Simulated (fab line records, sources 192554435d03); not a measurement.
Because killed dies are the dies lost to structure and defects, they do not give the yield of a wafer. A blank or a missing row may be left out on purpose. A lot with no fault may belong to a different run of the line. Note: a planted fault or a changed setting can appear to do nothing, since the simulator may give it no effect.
A struck lot beside a sound one    flow n5-finfet    36 out of 1938 route steps
Sound: these wafers, L547.2, L547.3, L547.6. Struck: wafer L545.3 (left out: L545.2, L545.4 of the same lot, which were not struck); the cause appears at the end.
Order at every step that has rows: each side's tool, ch and its chambers, its first start. Under that, the readings that differ: sound wafers    struck wafers    difference of the means    sigmas: that difference in standard deviations of wafers without a fault.
alike: same words and numbers on both sides, and readings whose means sit less than 2 such deviations apart. not compared: any withheld reading, any reading some wafer has no value for, any bound like >300 that may hide the same value, and any number with overlapping values for which the record gives no deviation.
Wherever a step has rows on one side only, a row that says differs or no value, or a row with sigmas, the two part there. Numbers that have no deviation but don't overlap get no sigmas and don't part them. A reading missing from all wafers of one side parts the sides only when that side holds two or more wafers.

first, 8 steps without rows for these wafers: N5_BEOL_M2_ECD_50 (material Cu, target thk 300 nm); N5_BEOL_M2_ANNEAL_51 (time 90 s); N5_BEOL_M2_CMP_52 (polishes, stops on SiOC, t overpolish 6.8 s, target thk 40 nm); N5_BEOL_M2_PRE_CLEAN_60 (time 15 s); N5_BEOL_M2_CO_CAP_55 (material Co, precursor CCTBA/H2, target thk 2 nm, time 102.1 s); N5_BEOL_M2_PRE_CLEAN_56 (time 15 s); N5_BEOL_M2_DEP_57 (deposits SiCN from 3MS/NH3, target thk 8 nm, time 14 s); N5_BEOL_M3_ILD_DEP_00 (deposits SiOC from DEMS/O2, target thk 79 nm, time 15.3 s).
N5_BEOL_M3_PECVD_72: deposits SiO2 from TEOS/O2, target thk 16 nm, time 18 s.
  sound on pecvd-04 ch 1,2, day 12 19:49; struck on pecvd-01 ch 1, day 12 11:07
reading                                     sound                 struck  difference  sigmas
susceptor-temp-C (C)                        399.74 400.26 400.18  387.43  -12.63      -55
model.SiO2_of_BEOL_M3_PECVD_72.thk-nm (nm)  16 16 16.2            17.4    +1.3        
  alike: heater-power-outer-w, heater-power-w, showerhead-plenum-p-Torr, throttle-valve-pct
then, 25 steps without rows for these wafers: N5_BEOL_M3_HM_DEP_02 (deposits TiN, target thk 20 nm); N5_BEOL_M3_COAT_61 (time 60 s, resist thk 60 nm); N5_BEOL_M3_COAT_62 (time 60 s, resist thk 12 nm); N5_BEOL_M3_COAT_73 (time 60 s, resist thk 5 nm); N5_BEOL_M3_COAT_05 (resist thk 30 nm); N5_BEOL_M3_EBR_07; N5_BEOL_M3_SOFTBAKE_06 (time 60 s); N5_BEOL_M3_EXPOSE_08 (exposes mask M3); N5_BEOL_M3_PEB_09 (peb time 60 s); N5_BEOL_M3_DEVELOP_10 (develop time 30 s); N5_BEOL_M3_DESCUM_16 (chemistry O2, time 7 s); N5_BEOL_M3_ETCH_74 (etches underlayer in N2/H2, target depth 6.5 nm, time 5.2 s); N5_BEOL_M3_ETCH_63 (etches SiARC in CF4, target depth 15.6 nm, time 26 s); N5_BEOL_M3_ETCH_64 (etches SOC in N2/H2, target depth 75 nm, overetch 15 nm, time 112.5 s); N5_BEOL_M3_STRIP_65 (strips in N2/H2); N5_BEOL_M3_STRIP_75 (strips in N2/H2); N5_BEOL_M3_STRIP_66 (strips in CF4); N5_BEOL_M3_HM_OPEN_17 (chemistry Cl2/BCl3, target TiN, target depth 20 nm, overetch 6 nm); N5_BEOL_M3_STRIP_19 (strips in O2); N5_BEOL_M3_COAT_67 (time 60 s, resist thk 60 nm); N5_BEOL_M3_COAT_68 (time 60 s, resist thk 12 nm); N5_BEOL_M3_COAT_76 (time 60 s, resist thk 5 nm); N5_BEOL_M3_COAT_22 (resist thk 30 nm); N5_BEOL_M3_EBR_24; N5_BEOL_M3_SOFTBAKE_23 (time 60 s).
N5_BEOL_M3_HM_STRIP_39: strips TiN in peroxide tin strip, target depth 25 nm, time 158 s.
  sound on wet-bench-06 ch 1,3,7, day 13 14:38; struck on wet-bench-02 ch 4, day 12 19:46
reading                                     sound           struck  difference  sigmas
model.SiO2_of_BEOL_M3_PECVD_72.thk-nm (nm)  15.8 15.8 16.2  17.2    +1.3        
N5_BEOL_M4_RC_MEAS_101:
  sound on prober-02 ch 0, day 14 14:11; struck on prober-01 ch 0, day 13 15:58
  alike: DIBL_N, DIBL_P, IOFF_N, IOFF_P, ION_N, ION_P, SS_N, SS_P, VT_N, VT_P

== WHERE THEY PART ==
Within this record, at N5_BEOL_M3_PECVD_72 only. Later steps at which nothing parts them and some readings are alike: N5_BEOL_M4_RC_MEAS_101.

WHY: what had been put in by the simulator
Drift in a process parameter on pecvd-01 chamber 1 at N5_BEOL_M3_PECVD_72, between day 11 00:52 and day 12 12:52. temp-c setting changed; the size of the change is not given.
